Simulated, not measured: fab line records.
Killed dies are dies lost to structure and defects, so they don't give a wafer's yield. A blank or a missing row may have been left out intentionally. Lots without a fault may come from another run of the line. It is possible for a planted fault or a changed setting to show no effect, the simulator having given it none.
fab line records | flow n5_finfet
[record] lots = 5 wafers = 15 last_day = 18
route steps=1938 shown MOL_CONTACT_COAG@532 BEOL_M4@1111 PASSIVATION@1936
lots that met no fault: from a run of the same line without faults
start_h: the number of hours between the record's first day and the start of the first shown wafer of the lot | wait_h: hours since the lot's step before | " repeats the value in the row above | L1.1+2: one row covering several wafers at once | - no value, or no start given | * or withheld: withheld | < > ~ a bound
route shown NAME@n: NAME is a module with steps in the file, n the number in the route of the first one | usual: average and standard deviation across the fault-free wafers | same: alike in all rows | chamber/n: place in a boat | sites: readings site by site | _std_site: the standard deviation of these | _edge_site: inner sites' mean taken away from outer sites' mean | radius_mm: for every site, how far away it sits from the centre of the wafer | mask NAME#n: copy n | behind: the last tool/chamber to shape the wafer | hold: reason for holding the lot/hours on hold/outcome of the hold | device: names the non-switching transistor (n, p or np) | end of line: tests run on the same wafers once the route is complete | step lacking rows: just its recipe | killed: count of dies lost to structure and defects at first sort (not the wafer's yield) | map: a wafer's dies, x killed, . not, _ none there
set.NAME: the setting the step ran with; set.NAME@STEP: the setting that earlier step ran with | model.NAME: the simulator's own value behind a step, which no gauge read
certain route steps with their lots: each step a table, each wafer a row
services: from which hour (start_h, from the record's first day; less than 0 if before it) a tool's chamber was out of use, for how many hours, and why
[[steps]]
[step N5_MOL_CONTACT_COAG_ETCH_106]
[recipe] chemistry = N2/H2 target = SOC target_depth_a = 800 overetch_a = 160 mask_material = SiARC temp_c = 40 time_s = 120 ion_energy_ev = 200 pressure_mtorr = 30 source_w = 840 bias_w = 150 n2_flow_sccm = 200 h2_flow_sccm = 200
[usual] drypump_motor_current_A = 5.9/0.35 oes_product_au = 0.73/0.083 rf_vpp_V = 525.2/2.5 showerhead_plenum_p_Torr = 2.58/0.079 throttle_valve_pct = 17.87/0.21
// columns lot.wafer tool chamber start_h wait_h drypump_motor_current_A oes_product_au rf_hours_counter_h rf_vpp_V showerhead_plenum_p_Torr throttle_valve_pct
L343.4 rie_diel-06 1 108.29 0.0 6.5 0.61 - 525.6 2.60 18.27
L343.5 " 3 " " 5.4 0.63 - 523.5 2.52 18.12
L343.6 " 2 " " 5.7 0.83 - 522.7 2.50 17.74
L346.1 rie_diel-01 1 123.82 0.0 6.1 0.63 232 522.3 2.51 18.08
L346.2 " 2 " " 5.9 0.65 209 525.8 2.61 17.83
L346.3 " 0 " " 6.0 0.79 29 528.4 2.71 17.72
L360.1 rie_diel-06 2 206.17 0.0 5.7 0.77 51 522.2 2.48 17.81
L360.5 " 0 " " 6.2 0.79 - 522.3 2.48 18.06
L360.6 " 3 " " 5.4 0.62 - 523.0 2.51 18.18
L361.1 rie_diel-01 0 219.12 0.0 6.0 0.75 62 529.0 2.69 17.78
L361.2 " 1 " " 6.1 0.85 9 524.2 2.50 17.68
L361.4 " 0 " " 6.1 0.75 - 527.2 2.69 17.78
L362.1 rie_diel-06 1 221.60 0.0 6.5 0.79 32 525.0 2.59 17.89
L362.2 " 3 " " 5.4 0.61 221 524.1 2.50 18.19
L362.6 " 2 " " 5.7 0.76 - 522.5 2.48 17.83
[step N5_MOL_CONTACT_COAG_STRIP_107]
[recipe] chemistry = N2/H2 temp_c = 40 n2_flow_sccm = 200 h2_flow_sccm = 200 rf_frequency_hz = 6e+07
[step N5_MOL_CONTACT_COAG_STRIP_108]
[recipe] chemistry = N2/H2 temp_c = 40 n2_flow_sccm = 200 h2_flow_sccm = 200 rf_frequency_hz = 6e+07
[step N5_MOL_CONTACT_COAG_CONTACT_ETCH_14]
[recipe] chemistry = C4F6/O2 target = SiO2 target_depth_a = 275 overetch_a = 85 mask_material = SOC pressure_mtorr = 30 source_w = 370 bias_w = 185 Ar_flow_sccm = 300 C4F6_flow_sccm = 16 O2_flow_sccm = 10 time_s = 20 ion_energy_ev = 259.6
[usual] drypump_motor_current_A = 5.8/0.35 oes_product_au = 0.70/0.08 rf_vpp_V = 694.3/3 showerhead_plenum_p_Torr = 2.92/0.085 throttle_valve_pct = 21.30/0.24
// columns lot.wafer tool chamber start_h wait_h drypump_motor_current_A oes_product_au rf_hours_counter_h rf_vpp_V showerhead_plenum_p_Torr throttle_valve_pct
L343.4 rie_diel-06 1 108.36 0.0 6.5 0.58 - 695.6 2.94 21.68
L343.5 " 3 " " 5.4 0.61 - 692.4 2.87 21.58
L343.6 " 2 " " 5.7 0.79 - 691.4 2.83 21.11
L346.1 rie_diel-01 1 123.92 0.0 6.1 0.61 232 692.2 2.84 21.39
L346.2 " 2 " " 5.9 0.62 209 696.0 2.97 21.40
L346.3 " 0 " " 6.0 0.75 29 697.8 3.03 20.99
L360.1 rie_diel-06 2 206.27 0.0 5.7 0.73 51 689.0 2.81 21.17
L360.5 " 0 " " 6.2 0.74 - 689.7 2.81 21.44
L360.6 " 3 " " 5.4 0.58 - 690.9 2.85 21.61
L361.1 rie_diel-01 0 219.22 0.0 6.0 0.71 62 697.2 3.01 21.03
L361.2 " 1 " " 6.1 0.81 9 692.5 2.82 21.08
L361.4 " 0 " " 6.0 0.71 - 697.2 3.01 21.04
L362.1 rie_diel-06 1 221.70 0.0 6.5 0.75 32 693.9 2.92 21.39
L362.2 " 3 " " 5.4 0.58 221 692.7 2.85 21.63
L362.6 " 2 " " 5.7 0.73 - 689.7 2.81 21.18
[step N5_MOL_CONTACT_COAG_STRIP_109]
[recipe] chemistry = C4F6/O2 resist = SiARC rf_frequency_hz = 6e+07
[step N5_MOL_CONTACT_COAG_ETCH_15]
[recipe] chemistry = CH3F/O2 target = SiNx target_depth_a = 70 mask_material = SOC stop_on = Si:P over_etch_frac = 0.75 ion_energy_ev = 120 pressure_mtorr = 30 source_w = 395 bias_w = 73 Ar_flow_sccm = 150 CH3F_flow_sccm = 30 O2_flow_sccm = 20
[step N5_MOL_CONTACT_COAG_ETCH_110]
[recipe] chemistry = CF4/O2 target = Si target_depth_a = 25 time_s = 8 pressure_mtorr = 100 source_w = 200 bias_w = 12 ion_energy_ev = 60 Ar_flow_sccm = 100 cf4_flow_sccm = 100 O2_flow_sccm = 10
[usual] drypump_motor_current_A = 5.8/0.35 oes_product_au = 0.82/0.1 rf_vpp_V = 129.4/2 showerhead_plenum_p_Torr = 2.26/0.068 throttle_valve_pct = 10.72/0.3
// columns lot.wafer tool chamber start_h wait_h drypump_motor_current_A oes_product_au rf_hours_counter_h rf_vpp_V showerhead_plenum_p_Torr throttle_valve_pct
L343.4 rie_diel-06 1 108.47 0.0 6.5 0.66 - 130.6 2.27 11.33
L343.5 " 3 " " 5.4 0.70 - 130.9 2.22 11.04
L343.6 " 2 " " 5.7 0.93 - 128.3 2.18 10.41
L346.1 rie_diel-01 1 124.02 0.0 6.0 0.70 232 131.4 2.19 11.01
L346.2 " 2 " " 5.9 0.72 209 128.7 2.28 10.93
L346.3 " 0 " " 6.0 0.90 29 127.7 2.35 10.47
L360.1 rie_diel-06 2 206.37 0.0 5.7 0.87 51 128.1 2.17 10.52
L360.5 " 0 " " 6.2 0.88 - 129.4 2.18 10.66
L360.6 " 3 " " 5.4 0.67 - 131.3 2.20 11.16
L361.1 rie_diel-01 0 219.32 0.0 6.0 0.85 62 127.9 2.34 10.55
L361.2 " 1 " " 6.0 0.93 9 131.9 2.18 10.34
L361.4 " 0 " " 6.0 0.85 - 127.0 2.34 10.55
L362.1 rie_diel-06 1 221.80 0.0 6.5 0.87 32 131.8 2.26 10.70
L362.2 " 3 " " 5.4 0.67 221 131.5 2.20 11.17
L362.6 " 2 " " 5.7 0.86 - 128.9 2.17 10.55
[step N5_MOL_CONTACT_COAG_STRIP_98]
[recipe] chemistry = N2/H2 power_w = 500 temp_c = 40 pressure_mtorr = 50 rf_frequency_hz = 6e+07 overash_fraction = 0.3 bias_power_w = 8 h2_frac = 0.5 n2_flow_sccm = 300 h2_flow_sccm = 300
[usual] drypump_motor_current_A = 5.9/0.36 oes_product_au = 0.82/0.1 power_w = 500.2/1.5 rf_vpp_V = 54.3/1.5 showerhead_plenum_p_Torr = 3.41/0.1 throttle_valve_pct = 19.0/0.34
[same] overash_fraction = 0.3
// columns lot.wafer tool chamber start_h wait_h drypump_motor_current_A oes_product_au power_w rf_hours_counter_h rf_vpp_V showerhead_plenum_p_Torr throttle_valve_pct
L343.4 rie_diel-06 1 108.51 0.0 6.5 0.67 499.3 - 54.0 3.44 19.2
L343.5 " 3 " " 5.4 0.71 500.6 - 54.1 3.33 19.3
L343.6 " 2 " " 5.7 0.93 497.9 - 52.7 3.30 19.3
L346.1 rie_diel-01 1 124.07 0.0 6.1 0.69 500.2 232 53.8 3.32 19.3
L346.2 " 2 " " 5.9 0.71 501.6 209 54.2 3.44 18.7
L346.3 " 0 " " 6.0 0.88 501.5 29 54.7 3.57 18.8
L360.1 rie_diel-06 2 206.42 0.0 5.7 0.86 500.6 51 53.5 3.28 19.3
L360.5 " 0 " " 6.2 0.86 500.2 - 54.9 3.28 19.6
L360.6 " 3 " " 5.4 0.68 499.5 - 54.6 3.31 19.4
L361.1 rie_diel-01 0 219.36 0.0 6.1 0.85 501.9 62 52.9 3.55 19.0
L361.2 " 1 " " 6.1 0.95 500.4 9 52.1 3.30 19.0
L361.4 " 0 " " 6.0 0.85 499.1 - 55.6 3.55 19.0
L362.1 rie_diel-06 1 221.85 0.0 6.5 0.90 500.6 32 53.7 3.42 18.9
L362.2 " 3 " " 5.4 0.67 501.1 221 51.1 3.31 19.3
L362.6 " 2 " " 5.7 0.86 502.5 - 53.4 3.28 19.3
[step N5_MOL_CONTACT_COAG_CD_MEAS_99]
[recipe] target_cd_nm = 17.2 polarity = opening
[usual] cd_nm = 17.1/0.33
// columns lot.wafer tool chamber start_h wait_h cd_nm
L343.4 cd_sem-01 - 108.57 - 17.0
L343.5 " - " " 17.3
L343.6 " - " " 17.4
L346.1 cd_sem-03 - 124.13 - 17.6
L346.2 " - " " 17.1
L346.3 " - " " 17.2
L360.1 cd_sem-01 - 206.49 - 17.0
L360.5 " - " " 17.1
L360.6 " - " " 17.0
L361.1 cd_sem-02 - 219.43 - 16.9
L361.2 " - " " 16.7
L361.4 " - " " 16.8
L362.1 cd_sem-02 - 221.92 - 16.4
L362.2 " - " " 17.0
L362.6 " - " " 16.7
[step N5_MOL_CONTACT_COAG_IMPLANT_129]
[recipe] species = Ge energy_kev = 3 dose_cm2 = 6e+14 tilt_deg = 0 rotation_deg = 0
[step N5_MOL_CONTACT_COAG_PRECLEAN_111]
[recipe] chemistry = NF3:NH3 afs_cycles = 1 temp_c = 30 time_s = 20 sublimation_temp_c = 180 sublimation_time_s = 60 pressure_torr = 3 rf_power_w = 30
[step N5_MOL_CONTACT_COAG_TI_SIL_19]
[recipe] material = Ti target_thk_a = 42 temp_c = 200 chamber_pressure_pa = 5 power_w = 5000 time_s = 15
[usual] throttle_valve_pct = 29.8/1.2
// columns lot.wafer tool chamber start_h wait_h throttle_valve_pct
L343.4 pvd_sputter-02 - 109.79 0.9 28.8
L343.5 " - " " 29.4
L343.6 " - " " 28.9
L346.1 pvd_sputter-01 - 125.59 0.4 30.3
L346.2 " - " " 29.1
L346.3 " - " " 30.9
L360.1 pvd_sputter-03 - 207.39 0.3 30.4
L360.5 " - " " 30.8
L360.6 " - " " 29.3
L361.1 pvd_sputter-01 - 219.95 0.2 29.2
L361.2 " - " " 32.4
L361.4 " - " " 30.2
L362.1 pvd_sputter-01 - 222.37 0.2 32.4
L362.2 " - " " 30.0
L362.6 " - " " 29.1
[step N5_MOL_CONTACT_COAG_ALD_20]
[recipe] material = TiN target_thk_a = 15 temp_c = 400 ald_precursor_family = TiCl4 ald_co_reactant = NH3 pulse_time_s = 1 purge_time_s = 3 co_reactant_purge_time_s = 2 co_reactant_pulse_time_s = 2 ald_cycles = 68 pressure_torr = 3
[usual] ald_cycles = 68/0 heater_power_w = 851/110 precursor_pulse_height_rel = 1.000/0.021
// columns lot.wafer tool chamber start_h wait_h ald_cycles heater_power_w precursor_pulse_height_rel since_wet_clean_h model.TiN_of_MOL_CONTACT_COAG_ALD_20.thk_nm
L343.4 ald_metal-04 3 109.93 0.1 68 851 0.992 2850 1.4
L343.5 " 2 " " 68 939 1.005 - 1.6
L343.6 " 1 " " 68 725 1.001 - 1.4
L346.1 ald_metal-04 0 125.71 0.1 58 736 0.997 2866 1.2
L346.2 " 3 " " 68 835 0.983 2866 1.6
L346.3 " 2 " " 68 934 0.999 2866 1.6
L360.1 ald_metal-04 3 207.51 0.1 68 842 0.957 2947 1.6
L360.5 " 2 " " 68 963 1.032 - 1.6
L360.6 " 1 " " 68 737 0.977 - 1.6
L361.1 ald_metal-01 3 220.07 0.1 68 920 0.994 6037 1.4
L361.2 " 2 " " 68 722 0.990 6037 1.4
L361.4 " 1 " " 68 834 0.997 6037 1.6
L362.1 ald_metal-01 3 222.49 0.1 68 913 0.992 6039 1.4
L362.2 " 2 " " 68 735 1.026 6039 1.6
L362.6 " 0 " " 68 1104 0.990 - 1.4
[step N5_MOL_CONTACT_COAG_SIL_ANNEAL_21]
[recipe] temp_c = 550 time_s = 60 ambient = N2
[step N5_BEOL_M4_RC_MEAS_101]
[usual] DIBL_N = 36.9/1.7 DIBL_P = 37.3/2.3 IOFF_N = 0.16/0.033 IOFF_P = 0.22/0.04 ION_N = 673/12 ION_P = 463/8 SS_N = 71.6/0.58 SS_P = 73.4/0.74 VT_N = 250/3.2 VT_P = -250/3.4
// columns lot.wafer tool chamber start_h wait_h DIBL_N[mV/V] DIBL_P[mV/V] IOFF_N[nA/um] IOFF_P[nA/um] ION_N[uA/um] ION_P[uA/um] SS_N[mV/dec] SS_P[mV/dec] VT_N[mV] VT_P[mV]
L343.4 prober-02 0 186.59 0.5 35.9 37.2 0.16 0.22 677 467 72.1 72.7 249 -249
L343.5 " 0 " " 37.6 39.0 0.19 0.25 672 466 72.5 73.2 247 -248
L343.6 " 0 " " 34.1 35.3 0.13 0.18 663 454 71.8 72.8 252 -251
L346.1 prober-02 0 204.65 0.0 35.0 37.2 0.14 0.22 662 457 71.4 73.2 252 -251
L346.2 " 0 " " 35.8 37.4 0.16 0.22 672 461 70.9 73.7 248 -250
L346.3 " 0 " " 35.9 38.2 0.16 0.22 679 470 70.7 73.6 249 -250
L360.1 prober-02 0 304.51 0.0 34.9 34.4 0.13 0.18 676 463 70.8 73.1 253 -254
L360.5 " 0 " " 33.5 33.3 0.11 0.17 658 448 70.9 72.9 257 -256
L360.6 " 0 " " 35.0 35.6 0.16 0.20 693 471 70.9 73.1 248 -255
L362.1 prober-02 0 307.44 0.0 37.5 38.2 0.14 0.21 665 464 71.6 74.4 253 -250
L362.2 " 0 " " 38.8 40.8 0.19 0.26 682 473 71.6 74.9 248 -251
L362.6 " 0 " " 36.7 37.2 0.14 0.20 672 461 71.2 73.6 255 -253
L361.1 prober-01 0 308.00 0.0 39.3 41.1 0.21 0.27 674 461 72.5 74.2 247 -250
L361.2 " 0 " " 39.9 40.9 0.22 0.26 680 463 73.4 74.5 247 -250
L361.4 " 0 " " 38.5 39.9 0.18 0.25 677 466 72.4 74.5 252 -249
[step N5_PASSIVATION_PROBE_49]
[usual] defect_limited_yield = 91.2/1.3 killed_at_M0_to_M3 = 34/10 killed_at_M4_up = 13/4.6 killed_at_contacts = 13/5.5 killed_at_front_end = 41/12 killed_at_other = 2.8/2.4 killed_dies = 104/16 killed_on_rim = 14/4.2 killed_open = 67/12 killed_short = 33/7.2 sort_bin_5_function = 5.1/0.86 sort_bin_6_memory = 3.3/0.62 sort_n_pass = 1076/16 sort_yield_pct = 91.2/1.3
[same] gross_dies = 1180 killed_at_back_side = 0 sort_bin_4_leakage[%] = 0 sort_bin_8_speed[%] = 0
// columns lot.wafer tool chamber start_h wait_h defect_limited_yield[%] killed_at_M0_to_M3 killed_at_M4_up killed_at_contacts killed_at_front_end killed_at_other killed_dies killed_on_rim killed_open killed_short sort_bin_5_function[%] sort_bin_6_memory[%] sort_n_pass sort_yield_pct[%]
L360.1 prober-01 - 407.30 0.0 93.1 23 14 7 33 5 82 16 51 24 4.3 2.5 1098 93.1
L360.5 prober-01 - 407.50 0.2 92.1 20 12 18 42 1 93 10 65 24 4.9 2.6 1087 92.1
L360.6 prober-01 - 407.55 0.3 91.9 21 9 18 47 1 96 8 65 29 4.7 3.3 1084 91.9
// killed by level:class
L360.1 FIN_SAQP:geometric_particle:open=7 STI_FIN_REVEAL:geometric_particle:open=7 BEOL_M0_SAQP:geometric_particle:open=6 FIN_SAQP:geometric_particle:short=5 MOL_CONTACT_COAG:geometric_particle:open=5 BEOL_M1:geometric_particle:open=5 BEOL_M4:geometric_particle:open=3 STARTING-WAFER:geometric_particle:open=3
L360.5 STI_FIN_REVEAL:geometric_particle:open=18 MOL_CONTACT_COAG:geometric_particle:open=16 FIN_SAQP:geometric_particle:short=8 BEOL_M4:geometric_particle:open=6 BEOL_M1:geometric_particle:open=5 DUMMY_GATE:geometric_particle:open=4 BEOL_M0:geometric_particle:open=4 DUMMY_GATE:geometric_particle:short=2
L360.6 STI_FIN_REVEAL:geometric_particle:open=19 MOL_CONTACT_COAG:geometric_particle:open=13 STI_FIN_REVEAL:geometric_particle:short=7 DUMMY_GATE:geometric_particle:open=7 MOL_CONTACT_COAG:geometric_particle:short=5 FIN_SAQP:geometric_particle:short=4 BEOL_M1:geometric_particle:open=4 BEOL_M2:geometric_particle:open=4
[[services]]
// columns tool chamber start_h hours kind
rie_diel-01 3 85.99 - clean
rie_diel-01 3 85.99 - consumable_replace:focus_ring
rie_diel-01 3 85.99 - consumable_replace:showerhead
rie_diel-01 3 85.99 19.1 scheduled_down
rie_diel-01 3 85.99 19.1 vent_cycle
rie_diel-01 - 86.10 14.6 pm
rie_diel-06 0 89.21 9.2 repair
pvd_sputter-01 - 94.72 1.8 repair
rie_diel-06 0 98.67 - clean
rie_diel-06 0 98.67 - consumable_replace:focus_ring
rie_diel-06 0 98.67 14.5 scheduled_down
rie_diel-06 0 98.67 14.5 vent_cycle
rie_diel-06 1 113.60 - clean
rie_diel-06 1 113.60 - consumable_replace:focus_ring
rie_diel-06 1 113.60 19.9 scheduled_down
rie_diel-06 1 113.60 19.9 vent_cycle
ald_metal-01 - 118.08 2.8 pm
pvd_sputter-03 - 157.71 0.7 repair
rie_diel-01 1 172.90 - clean
rie_diel-01 1 172.90 - consumable_replace:focus_ring
rie_diel-01 1 172.90 20.6 scheduled_down
rie_diel-01 - 189.34 0.3 repair
ald_metal-01 - 199.96 0.9 repair
rie_diel-01 2 218.92 9.9 repair
[[key]]
[first_sign] step = N5_MOL_CONTACT_COAG_ALD_20 reading = ald_cycles direction = down sigmas = 99+ usual = * struck = *
effect none on later readings
[model_effect] step = N5_MOL_CONTACT_COAG_ALD_20 value = TiN_of_MOL_CONTACT_COAG_ALD_20.thk_nm without = 1.6 struck = 1.2
met_at N5_MOL_CONTACT_COAG_ALD_20
struck_wafers L346.1
[fault] kind = process_parameter_drift tool = ald_metal-04 chamber = 0 onset_h = 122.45 steps = N5_MOL_CONTACT_COAG_ALD_20 channel = ald_cycles offset = * shape = step end_h = 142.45 acts_in = * stated = *
